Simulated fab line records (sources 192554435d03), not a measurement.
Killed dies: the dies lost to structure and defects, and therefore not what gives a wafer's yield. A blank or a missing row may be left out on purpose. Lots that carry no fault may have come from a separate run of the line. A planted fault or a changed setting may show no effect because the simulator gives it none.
Lot-split experiment + flow n5 finfet + route with 1938 steps; 7 lots, 21 wafers read

== THE SPLIT ITSELF ==
At N5_BEOL_M5_EXPOSE_25 (exposes mask V4, defocus 10 nm), the setting dose mj was moved away from the recipe's 52.75 on 6 of the 21 wafers read, by -7.1% to +5.8%. All remaining wafers had this setting at the recipe value.

== FROM THE SPLIT TO THE READING: what the file shows between them, 2 steps ==
- N5_BEOL_M5_PEB_26: peb time 60 s
- N5_BEOL_M5_DEVELOP_27: develop time 30 s

== THE READING ==
cd nm, in nm, at N5_BEOL_M5_CD_MEAS_28 (target cd 30.6 nm, target cd y 20 nm). Typical for fault-free wafers on this fab line: 30.58 nm, with standard deviation 0.22 nm.

| wafer  | tool, chamber at the split | dose mj as run | against the recipe | cd nm, nm | against lot-mates on the recipe |
|--------|----------------------------|----------------|--------------------|-----------|---------------------------------|
| L075.2 | euv scanner-01, 0          | 52.75          | recipe             | 30.63     | -                               |
| L075.3 | euv scanner-01, 0          | 48.98          | -7.1%              | 28.76     | -2.01                           |
| L075.4 | euv scanner-01, 0          | 52.75          | recipe             | 30.92     | -                               |
| L077.3 | euv scanner-01, 0          | 55.69          | +5.6%              | 31.91     | +1.12                           |
| L077.4 | euv scanner-01, 0          | 52.75          | recipe             | 30.45     | -                               |
| L077.6 | euv scanner-01, 0          | 52.75          | recipe             | 31.12     | -                               |
| L080.3 | euv scanner-02, 0          | 52.75          | recipe             | 30.72     | -                               |
| L080.4 | euv scanner-02, 0          | 52.75          | recipe             | 30.72     | -                               |
| L080.6 | euv scanner-02, 0          | 52.75          | recipe             | 30.19     | -                               |
| L084.1 | euv scanner-01, 0          | 52.75          | recipe             | 30.88     | -                               |
| L084.3 | euv scanner-01, 0          | 49.68          | -5.8%              | 29.05     | -1.79                           |
| L084.5 | euv scanner-01, 0          | 52.75          | recipe             | 30.80     | -                               |
| L092.1 | euv scanner-01, 0          | 55.81          | +5.8%              | 32.08     | +1.64                           |
| L092.3 | euv scanner-01, 0          | 55.81          | +5.8%              | 31.87     | +1.43                           |
| L092.6 | euv scanner-01, 0          | 52.75          | recipe             | 30.44     | -                               |
| L095.1 | euv scanner-01, 0          | 52.75          | recipe             | 30.49     | -                               |
| L095.3 | euv scanner-01, 0          | 52.75          | recipe             | 30.37     | -                               |
| L095.6 | euv scanner-01, 0          | 52.75          | recipe             | 30.23     | -                               |
| L096.2 | euv scanner-01, 0          | 52.75          | recipe             | 30.51     | -                               |
| L096.3 | euv scanner-01, 0          | 52.75          | recipe             | 30.52     | -                               |
| L096.4 | euv scanner-01, 0          | 49.44          | -6.3%              | 28.97     | -1.55                           |

FIT RESULTS
A straight line over all 21 wafers: cd nm changes by +0.25 nm for each +1% of dose mj; r = +0.97; the points scatter about the line by 0.23 nm.
The same after taking each lot's own level away (the mean of its wafers on the recipe; 21 wafers): +0.263 nm for each +1%; r = +0.98; scatter 0.19 nm.
Per that fit: largest dose mj move, reading shift of 1.9 nm.
The lots' own levels span 30.363 to 30.840 nm, that is 2.2 times the standard deviation above.
The two slopes are in agreement: the lot-to-lot level therefore moves the slope only a little.
Check: -1.87 nm against its lot-mates is what the line predicts for one of the wafers moved furthest among these (-7.1%) when that wafer is left out of the fit. Against them it came out at -2.01 nm.

== OTHER SPLITS APPLIED TO THESE WAFERS ==
Note: prior to the reading, these wafers also went through further splits. Each is held against what the fit with the lots' levels taken away leaves over:
| other split on the same wafers  | wafers away from the commonest value | r with cd nm (lot level and that fit taken away) |
|---------------------------------|--------------------------------------|--------------------------------------------------|
| N5_BEOL_M4_VIA_ETCH_34 source w | 10                                   | -0.29                                            |
| N5_BEOL_M5_COAT_74 spin rpm     | 6                                    | +0.07                                            |

== THE WHOLE CHAIN: every reading that the file lists as answering this split, in the file's order ==
| step                   | what it does                                                        | reading                                                        | change (the file's fit)               | r (the file's) |
|------------------------|---------------------------------------------------------------------|----------------------------------------------------------------|---------------------------------------|----------------|
| N5_BEOL_M5_CD_MEAS_28  | target cd 30.6 nm, target cd y 20 nm                                | cd nm                                                          | +0.263 nm for each +1% of the setting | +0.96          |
| N5_BEOL_M5_ETCH_75     | etches underlayer in N2/H2, target depth 6.5 nm, time 5.2 s         | BEOL_M5.cd nm (the simulator's own value, which no gauge read) | +0.238 nm for each +1% of the setting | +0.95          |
| N5_BEOL_M5_ETCH_68     | etches SOC in N2/H2, target depth 80 nm, overetch 16 nm, time 120 s | BEOL_M5.cd nm (the simulator's own value, which no gauge read) | +0.275 nm for each +1% of the setting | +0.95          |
| N5_BEOL_M5_VIA_ETCH_34 | etches SiCOH lowk in C4F6/O2, target depth 88.3 nm, time 39.2 s     | BEOL_M5.cd nm (the simulator's own value, which no gauge read) | +0.269 nm for each +1% of the setting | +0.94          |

== FILE'S OWN FIT ==
cd nm changes by +0.263 nm for each +1% of dose mj, r = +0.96.
